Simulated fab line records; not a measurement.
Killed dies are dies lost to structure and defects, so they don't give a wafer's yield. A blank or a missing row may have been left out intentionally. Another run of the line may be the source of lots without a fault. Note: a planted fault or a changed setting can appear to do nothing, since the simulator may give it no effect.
fab line records	flow n5_finfet
record: lots: 10	wafers: 30	last_day: 18
route steps=1938 shown BEOL_M1@825 BEOL_M2@841 BEOL_M4@1111 PASSIVATION@1936
lots that met no fault: from a run of the same line without faults
start_h: hours from the record's opening day to when the first of the lot's shown wafers began	wait_h: hours since the lot's step before	" as in the row above	L1.1+2: one row covering several wafers at once	- no value, or no start was given	* or withheld: withheld	< > ~ a bound
route shown NAME@n: a module of which the file shows steps, and the number in the route of the first	usual: mean/standard deviation of fault-free wafers	same: alike in all rows	chamber/n: place in a boat	sites: the reading at each site	_std_site: standard deviation across them	_edge_site: the outer-site mean with the inner-site mean subtracted	radius_mm: how far each site lies from the wafer's centre	mask NAME#n: copy n	behind: the most recent tool/chamber to have shaped the wafer	hold: why the lot was held/for how many hours/how that ended	device: the n, p or np transistor that did not switch	end of line: tests of these same wafers at the route's end	step lacking rows: just its recipe	killed: dies lost to structure and defects at the first sort, not the wafer's yield	map: shows each die of a wafer: x if killed, . if not, _ if none is there
set.NAME: setting as actually run; set.NAME@STEP: the setting as run at that earlier step	model.NAME: the simulator's own value behind a step, which no gauge read
one table for each step of the route and one row for each wafer, over a sample of lots
services: the hour from which a tool's chamber was out of use, counted from the record's first day as start_h (under 0 if before that day), plus the number of hours and why
== steps ==
step: N5_BEOL_M1_ANNEAL_91
recipe: temp_c: 400	time_s: 240	ambient: vacuum
usual: heater_power_w: 851/66
lot.wafer	tool	chamber	start_h	wait_h	heater_power_w
L461.3	pvd_sputter-02	-	142.64	0.0	768
L461.4	"	-	"	"	889
L461.6	"	-	"	"	780
L464.1	pvd_sputter-03	-	160.72	0.0	753
L464.4	"	-	"	"	888
L464.5	"	-	"	"	919
L465.2	pvd_sputter-01	-	164.08	0.0	837
L465.3	"	-	"	"	917
L465.5	"	-	"	"	951
L468.1	pvd_sputter-02	-	191.50	0.0	931
L468.3	"	-	"	"	803
L468.4	"	-	"	"	787
L474.2	pvd_sputter-01	-	220.43	0.0	988
L474.3	"	-	"	"	863
L474.4	"	-	"	"	917
L478.1	pvd_sputter-01	-	267.19	0.0	980
L478.4	"	-	"	"	885
L478.5	"	-	"	"	902
L477.4	pvd_sputter-03	-	267.97	0.0	903
L477.5	"	-	"	"	929
L477.6	"	-	"	"	826
L479.1	pvd_sputter-03	-	271.07	0.0	937
L479.2	"	-	"	"	897
L479.4	"	-	"	"	835
L482.2	pvd_sputter-02	-	272.74	0.0	897
L482.3	"	-	"	"	776
L482.5	"	-	"	"	803
L481.3	pvd_sputter-03	-	275.07	0.0	721
L481.4	"	-	"	"	830
L481.5	"	-	"	"	800
step: N5_BEOL_M1_RS_MEAS_58
recipe: thk_meas_gauge: four-point-probe	reads: Co_of_BEOL_M1_CO_CAP_55+Cu_of_BEOL_M1_ECD_50+Co_of_BEOL_M1_CVD_47+TaN_of_BEOL_M1_ALD_84
usual: M1_RS: 0.668/0.03
lot.wafer	tool	chamber	start_h	wait_h	M1_RS[ohm/sq]
L461.3	film_metro-02	-	144.27	0.1	0.659
L461.4	"	-	"	"	0.723
L461.6	"	-	"	"	0.655
L464.1	film_metro-02	-	162.40	0.0	0.683
L464.4	"	-	"	"	0.621
L464.5	"	-	"	"	0.632
L465.2	film_metro-02	-	165.76	0.1	0.687
L465.3	"	-	"	"	0.682
L465.5	"	-	"	"	0.642
L468.1	film_metro-02	-	193.35	0.1	0.745
L468.3	"	-	"	"	0.724
L468.4	"	-	"	"	0.672
L474.2	film_metro-02	-	222.10	0.1	0.707
L474.3	"	-	"	"	0.676
L474.4	"	-	"	"	0.693
L478.1	film_metro-01	-	268.85	0.0	0.684
L478.4	"	-	"	"	0.661
L478.5	"	-	"	"	0.682
L477.4	film_metro-01	-	269.71	0.0	0.635
L477.5	"	-	"	"	0.620
L477.6	"	-	"	"	0.605
L479.1	film_metro-01	-	272.70	0.0	0.695
L479.2	"	-	"	"	0.674
L479.4	"	-	"	"	0.643
L482.2	film_metro-02	-	274.41	0.1	0.703
L482.3	"	-	"	"	0.651
L482.5	"	-	"	"	0.660
L481.3	film_metro-01	-	277.40	0.1	0.676
L481.4	"	-	"	"	0.637
L481.5	"	-	"	"	0.617
step: N5_BEOL_M2_ILD_DEP_00
recipe: material: SiOC	target_thk_a: 790	temp_c: 350	precursor: DEMS/O2	pressure_torr: 5	rf_w: 500	time_s: 15.3
usual: heater_power_w: 465/93	showerhead_plenum_p_Torr: 5.693/0.017	throttle_valve_pct: 11.7/0.73
lot.wafer	tool	chamber	start_h	wait_h	heater_power_w	showerhead_plenum_p_Torr	throttle_valve_pct
L461.3	pecvd-04	0	144.33	0.0	373	5.696	11.1
L461.4	"	2	"	"	494	5.690	12.6
L461.6	"	1	"	"	467	5.683	11.6
L464.1	pecvd-04	1	162.47	0.0	386	5.670	11.6
L464.4	"	1	"	"	391	5.681	11.5
L464.5	"	1	"	"	387	5.679	11.8
L465.2	pecvd-04	0	165.82	0.0	345	5.708	11.0
L465.3	"	0	"	"	348	5.700	11.0
L465.5	"	1	"	"	454	5.673	11.8
L468.1	pecvd-03	2	193.42	0.0	518	5.680	11.1
L468.3	"	0	"	"	402	5.695	12.2
L468.4	"	0	"	"	408	5.693	12.1
L474.2	pecvd-03	2	222.17	0.0	471	5.689	11.4
L474.3	"	0	"	"	335	5.689	12.0
L474.4	"	2	"	"	476	5.682	11.0
L478.1	pecvd-03	1	268.91	0.0	585	5.687	13.3
L478.4	"	0	"	"	339	5.703	12.1
L478.5	"	2	"	"	502	5.679	11.5
L477.4	pecvd-04	1	269.78	0.1	468	5.681	11.7
L477.5	"	2	"	"	415	5.695	11.2
L477.6	"	0	"	"	362	5.698	11.4
L479.1	pecvd-01	1	272.76	0.0	696	5.739	12.8
L479.2	"	0	"	"	464	5.696	11.3
L479.4	"	0	"	"	482	5.698	11.4
L482.2	pecvd-04	1	274.47	0.0	378	5.680	11.5
L482.3	"	2	"	"	380	5.705	11.0
L482.5	"	0	"	"	424	5.691	11.2
L481.3	pecvd-03	2	277.46	0.0	495	5.687	11.4
L481.4	"	2	"	"	502	5.693	11.5
L481.5	"	1	"	"	529	5.698	13.5
step: N5_BEOL_M2_THK_MEAS_01
recipe: reads: SiOC_of_BEOL_M2_ILD_DEP_00
usual: M2_ILD_THK: 78.4/1.2
lot.wafer	tool	chamber	start_h	wait_h	M2_ILD_THK[nm]
L461.3	film_metro-02	-	144.40	0.1	77.4
L461.4	"	-	"	"	80.2
L461.6	"	-	"	"	77.9
L464.1	film_metro-02	-	162.55	0.1	76.9
L464.4	"	-	"	"	55.0
L464.5	"	-	"	"	77.8
L465.2	film_metro-02	-	165.91	0.1	53.8
L465.3	"	-	"	"	55.7
L465.5	"	-	"	"	77.7
L468.1	film_metro-01	-	193.48	0.0	77.2
L468.3	"	-	"	"	78.0
L468.4	"	-	"	"	78.8
L474.2	film_metro-01	-	222.23	0.1	78.8
L474.3	"	-	"	"	78.6
L474.4	"	-	"	"	80.3
L478.1	film_metro-01	-	268.98	0.0	78.3
L478.4	"	-	"	"	78.8
L478.5	"	-	"	"	80.3
L477.4	film_metro-01	-	269.84	0.0	78.6
L477.5	"	-	"	"	80.7
L477.6	"	-	"	"	77.9
L479.1	film_metro-01	-	272.83	0.0	78.5
L479.2	"	-	"	"	79.6
L479.4	"	-	"	"	80.9
L482.2	film_metro-01	-	274.54	0.1	76.7
L482.3	"	-	"	"	78.7
L482.5	"	-	"	"	77.3
L481.3	film_metro-01	-	277.53	0.1	77.0
L481.4	"	-	"	"	78.2
L481.5	"	-	"	"	77.7
step: N5_BEOL_M2_PECVD_72
recipe: material: SiO2	target_thk_a: 160	temp_c: 400	precursor: TEOS/O2	pressure_torr: 5.5	rf_w: 450	teos_flow_sccm: 53.8	gas: O2	flow_sccm: 3000	time_s: 18
usual: heater_power_w: 689/130	showerhead_plenum_p_Torr: 8.77/0.071	throttle_valve_pct: 22.2/1.4
lot.wafer	tool	chamber	start_h	wait_h	heater_power_w	showerhead_plenum_p_Torr	throttle_valve_pct
L461.3	pecvd-01	2	144.44	0.0	792	8.71	21.0
L461.4	"	1	"	"	942	8.94	24.2
L461.6	"	2	"	"	772	8.69	21.0
L464.1	pecvd-04	1	162.59	0.0	664	8.68	21.6
L464.4	"	1	"	"	662	8.69	21.5
L464.5	"	0	"	"	611	8.80	21.1
L465.2	pecvd-03	0	165.95	0.0	621	8.78	22.8
L465.3	"	2	"	"	736	8.69	21.1
L465.5	"	2	"	"	748	8.73	21.3
L468.1	pecvd-04	1	193.52	0.0	614	8.70	21.8
L468.3	"	0	"	"	563	8.83	21.2
L468.4	"	1	"	"	603	8.68	21.8
L474.2	pecvd-04	0	222.27	0.0	622	8.78	21.0
L474.3	"	0	"	"	629	8.79	21.2
L474.4	"	1	"	"	649	8.70	21.6
L478.1	pecvd-01	1	269.02	0.0	968	8.93	24.0
L478.4	"	2	"	"	718	8.70	21.4
L478.5	"	1	"	"	942	8.90	24.0
L477.4	pecvd-04	0	269.89	0.1	552	8.82	21.0
L477.5	"	1	"	"	595	8.70	21.6
L477.6	"	2	"	"	576	8.82	21.0
L479.1	pecvd-03	0	272.86	0.0	531	8.82	22.7
L479.2	"	1	"	"	877	8.81	25.1
L479.4	"	0	"	"	526	8.78	22.6
L482.2	pecvd-03	1	274.57	0.0	845	8.81	25.1
L482.3	"	0	"	"	532	8.80	22.7
L482.5	"	0	"	"	535	8.79	22.9
L481.3	pecvd-03	2	277.56	0.0	752	8.71	21.4
L481.4	"	0	"	"	505	8.78	22.8
L481.5	"	2	"	"	753	8.70	21.3
step: N5_BEOL_M4_RC_MEAS_101
usual: DIBL_N: 37.0/1.7	DIBL_P: 36.7/2	IOFF_N: 0.17/0.035	IOFF_P: 0.22/0.035	ION_N: 672/12	ION_P: 461/7.5	SS_N: 71.6/0.67	SS_P: 73.4/0.64	VT_N: 250/3.5	VT_P: -250/3.5
lot.wafer	tool	chamber	start_h	wait_h	DIBL_N[mV/V]	DIBL_P[mV/V]	IOFF_N[nA/um]	IOFF_P[nA/um]	ION_N[uA/um]	ION_P[uA/um]	SS_N[mV/dec]	SS_P[mV/dec]	VT_N[mV]	VT_P[mV]
L461.3	prober-01	0	176.08	0.3	38.7	41.7	0.22	0.27	674	463	72.6	75.0	248	-248
L461.4	"	0	"	"	37.0	39.1	0.16	0.20	664	454	73.0	73.4	254	-251
L461.6	"	0	"	"	35.7	36.9	0.14	0.18	645	445	72.5	73.1	256	-253
L464.1	prober-02	0	193.05	0.0	38.6	38.0	0.20	0.24	695	466	71.1	73.5	245	-251
L464.4	"	0	"	"	39.0	38.0	0.20	0.23	682	461	72.1	74.5	245	-250
L464.5	"	0	"	"	38.8	37.8	0.20	0.22	674	451	71.9	74.3	247	-252
L465.2	prober-01	0	196.31	0.2	38.4	39.0	0.19	0.27	665	464	72.2	73.6	247	-248
L465.3	"	0	"	"	39.2	38.8	0.20	0.25	668	449	72.3	74.1	249	-249
L465.5	"	0	"	"	39.6	39.8	0.21	0.27	658	454	72.4	74.5	247	-250
L468.1	prober-01	0	219.44	0.0	36.7	37.4	0.17	0.20	681	467	71.9	74.2	252	-252
L468.3	"	0	"	"	36.6	37.3	0.16	0.20	673	464	71.7	73.3	252	-256
L468.4	"	0	"	"	36.5	36.7	0.15	0.20	662	454	71.5	73.5	254	-253
L474.2	prober-02	0	250.05	0.2	37.9	37.6	0.20	0.24	662	461	72.1	73.2	247	-247
L474.3	"	0	"	"	37.5	37.4	0.17	0.24	668	462	71.8	73.2	249	-250
L474.4	"	0	"	"	35.4	35.6	0.14	0.21	665	464	71.1	73.1	251	-249
L478.1	prober-01	0	296.65	0.0	39.6	42.4	0.21	0.29	678	466	72.8	73.9	247	-248
L478.4	"	0	"	"	37.1	39.0	0.16	0.22	670	467	71.3	73.5	250	-248
L478.5	"	0	"	"	37.6	39.3	0.15	0.22	666	452	72.0	73.6	251	-249
L477.4	prober-02	0	297.76	0.5	39.9	39.9	0.24	0.27	683	455	72.4	74.1	244	-247
L477.5	"	0	"	"	38.7	39.0	0.21	0.25	677	454	71.9	74.2	246	-249
L477.6	"	0	"	"	39.5	38.5	0.21	0.24	681	461	71.9	73.4	247	-253
L482.2	prober-02	0	300.09	0.2	37.0	35.8	0.15	0.21	680	467	71.1	73.7	250	-247
L482.3	"	0	"	"	35.9	34.6	0.13	0.19	658	460	70.7	72.8	251	-250
L482.5	"	0	"	"	39.1	38.2	0.19	0.25	690	470	72.1	73.5	246	-248
L479.1	prober-01	0	300.21	0.0	36.6	36.0	0.14	0.21	662	460	72.5	72.9	251	-250
L479.2	"	0	"	"	36.6	35.7	0.15	0.21	669	464	71.4	73.2	253	-249
L479.4	"	0	"	"	37.1	36.4	0.16	0.21	672	461	71.9	73.1	251	-250
L481.3	prober-02	0	322.71	0.3	35.5	34.4	0.15	0.20	675	467	72.0	73.6	250	-250
L481.4	"	0	"	"	36.0	35.2	0.16	0.22	678	466	71.8	73.5	246	-249
L481.5	"	0	"	"	35.8	34.2	0.14	0.20	664	461	71.2	73.1	251	-252
step: N5_PASSIVATION_PROBE_49
usual: defect_limited_yield: 91.1/1.3	killed_at_M0_to_M3: 35/11	killed_at_M4_up: 13/5.4	killed_at_contacts: 14/6.5	killed_at_front_end: 41/11	killed_at_other: 4/3.1	killed_dies: 106/15	killed_on_rim: 14/3.7	killed_open: 69/12	killed_short: 35/7	sort_bin_5_function: 5.2/0.86	sort_bin_6_memory: 3.4/0.64	sort_n_pass: 1074/15	sort_yield_pct: 91.0/1.3
same: gross_dies: 1180	killed_at_back_side: 0	sort_bin_4_leakage[%]: 0	sort_bin_8_speed[%]: 0
lot.wafer	tool	chamber	start_h	wait_h	defect_limited_yield[%]	killed_at_M0_to_M3	killed_at_M4_up	killed_at_contacts	killed_at_front_end	killed_at_other	killed_dies	killed_on_rim	killed_open	killed_short	sort_bin_5_function[%]	sort_bin_6_memory[%]	sort_n_pass	sort_yield_pct[%]
L461.3	prober-01	-	277.93	0.1	91.0	36	11	5	51	3	106	18	68	36	4.7	4.0	1074	91.0
L461.4	prober-01	-	277.98	0.2	90.8	40	8	7	53	1	109	19	69	37	4.8	4.1	1071	90.8
L461.6	prober-01	-	278.08	0.3	89.8	31	18	5	66	0	120	22	77	40	5.8	3.5	1060	89.8
L464.1	prober-01	-	293.44	0.0	92.1	39	8	11	33	2	93	10	61	32	4.8	2.8	1087	92.1
L464.4	prober-01	-	293.59	0.2	65.3	359	12	7	28	3	409	128	57	43	5.0	3.0	771	65.3
L464.5	prober-01	-	293.64	0.2	91.7	38	6	18	36	0	98	10	60	38	5.7	2.3	1082	91.7
L465.2	prober-02	-	295.64	0.1	64.5	324	25	17	50	3	419	129	71	38	5.2	4.2	761	64.5
L465.3	prober-02	-	295.69	0.1	66.9	332	6	5	46	2	391	128	54	25	4.1	2.5	789	66.9
L465.5	prober-02	-	295.79	0.2	91.1	36	10	13	42	4	105	19	66	38	5.1	3.6	1075	91.1
killed by level:class
L461.3 FIN_SAQP:geometric_particle:open=11 BEOL_M0_SAQP:geometric_particle:open=9 FIN_SAQP:geometric_particle:short=8 BEOL_M3:geometric_particle:open=8 GATE_CUT:geometric_particle:open=5 DUMMY_GATE:geometric_particle:open=5 BEOL_M2:geometric_particle:open=5 BEOL_M4:geometric_particle:open=5
L461.4 FIN_SAQP:geometric_particle:open=22 FIN_SAQP:geometric_particle:short=11 GATE_CUT:geometric_particle:short=8 BEOL_M3:geometric_particle:open=7 BEOL_M0:geometric_particle:open=6 BEOL_M4:geometric_particle:open=5 BEOL_M0_SAQP:geometric_particle:short=5 BEOL_M0_SAQP:geometric_particle:open=5
L461.6 FIN_SAQP:geometric_particle:short=18 FIN_SAQP:geometric_particle:open=18 BEOL_M4:geometric_particle:open=13 BEOL_M3:geometric_particle:open=11 STI_FIN_REVEAL:geometric_particle:open=7 MOL_CONTACT_COAG:geometric_particle:open=5 DUMMY_GATE:geometric_particle:open=4 ILD0:geometric_particle:open=4
L464.1 BEOL_M1:geometric_particle:open=12 MOL_CONTACT_COAG:geometric_particle:open=10 BEOL_M0_SAQP:geometric_particle:short=10 STI_FIN_REVEAL:geometric_particle:open=9 BEOL_M0_SAQP:geometric_particle:open=7 SPACER0:geometric_particle:short=6 BEOL_M3:geometric_particle:open=5 BEOL_M4:geometric_particle:open=5
L464.4 BEOL_M2:area_dep=308 BEOL_M3:geometric_particle:short=12 BEOL_M0_SAQP:geometric_particle:open=9 BEOL_M1:geometric_particle:open=7 BEOL_M3:geometric_particle:open=7 FIN_SAQP:geometric_particle:short=6 BEOL_M4:geometric_particle:open=6 FIN_SAQP:geometric_particle:open=5
L464.5 MOL_CONTACT_COAG:geometric_particle:open=18 GATE_CUT:geometric_particle:short=7 BEOL_M0_SAQP:geometric_particle:open=7 BEOL_M3:geometric_particle:short=7 BEOL_M1:geometric_particle:open=6 BEOL_M3:geometric_particle:open=6 BEOL_M0_SAQP:geometric_particle:short=5 STI_FIN_REVEAL:geometric_particle:open=4
L465.2 BEOL_M2:area_dep=307 STI_FIN_REVEAL:geometric_particle:open=12 FIN_SAQP:geometric_particle:short=11 MOL_CONTACT_COAG:geometric_particle:open=11 BEOL_M4:geometric_particle:open=11 FIN_SAQP:geometric_particle:open=6 BEOL_M0_SAQP:geometric_particle:short=6 STARTING-WAFER:geometric_particle:open=5
L465.3 BEOL_M2:area_dep=311 STI_FIN_REVEAL:geometric_particle:open=19 BEOL_M0_SAQP:geometric_particle:open=8 FIN_SAQP:geometric_particle:open=6 FIN_SAQP:geometric_particle:short=5 STI_FIN_REVEAL:geometric_particle:short=5 MOL_CONTACT_COAG:geometric_particle:open=4 GATE_CUT:geometric_particle:open=3
L465.5 STI_FIN_REVEAL:geometric_particle:open=14 MOL_CONTACT_COAG:geometric_particle:open=11 BEOL_M0_SAQP:geometric_particle:short=9 BEOL_M0_SAQP:geometric_particle:open=8 DUMMY_GATE:geometric_particle:open=7 FIN_SAQP:geometric_particle:short=6 FIN_SAQP:geometric_particle:open=5 BEOL_M1:geometric_particle:open=5
== services ==
tool	chamber	start_h	hours	kind
pecvd-03	1	121.03	2.1	scheduled_down
pvd_sputter-01	-	129.13	1.9	repair
pvd_sputter-03	-	135.52	1.7	repair
pecvd-03	0	159.78	2.1	scheduled_down
pvd_sputter-03	-	172.58	5.0	repair
pecvd-01	-	192.75	2.8	pm
pecvd-04	2	202.38	-	clean
pecvd-04	2	202.38	-	consumable_replace:showerhead
pecvd-04	2	202.38	29.0	scheduled_down
pecvd-04	2	202.38	29.0	vent_cycle
pecvd-04	-	206.89	0.8	repair
pecvd-01	-	214.89	2.5	repair
pecvd-03	-	252.74	1.0	repair
pecvd-03	2	259.89	-	calibration
== key ==
first_sign: step: N5_BEOL_M2_THK_MEAS_01	reading: M2_ILD_THK	direction: down	sigmas: 19	usual: 78.4	struck: 54.8
effect: step: N5_PASSIVATION_PROBE_49	reading: killed_at_M0_to_M3	direction: up	sigmas: 28	usual: 35	struck: 338
more_kills_born_at: N5_BEOL_M2_ILD_DEP_00@pecvd-04: 926
met_at N5_BEOL_M2_ILD_DEP_00
struck_lots L464,L465
struck_wafers L464.4,L465.2,L465.3
not_acting_at N5_BEOL_M1_ANNEAL_91,N5_BEOL_M1_RS_MEAS_58,N5_BEOL_M2_PECVD_72
onset_between 144.33 162.47
fault: kind: process_parameter_drift	tool: pecvd-04	chamber: -	onset_h: 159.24	steps: N5_BEOL_M2_ILD_DEP_00	channel: time_s	offset: *	shape: step	end_h: 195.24	scope: struck_wafers_only	acts_in: *	stated: *
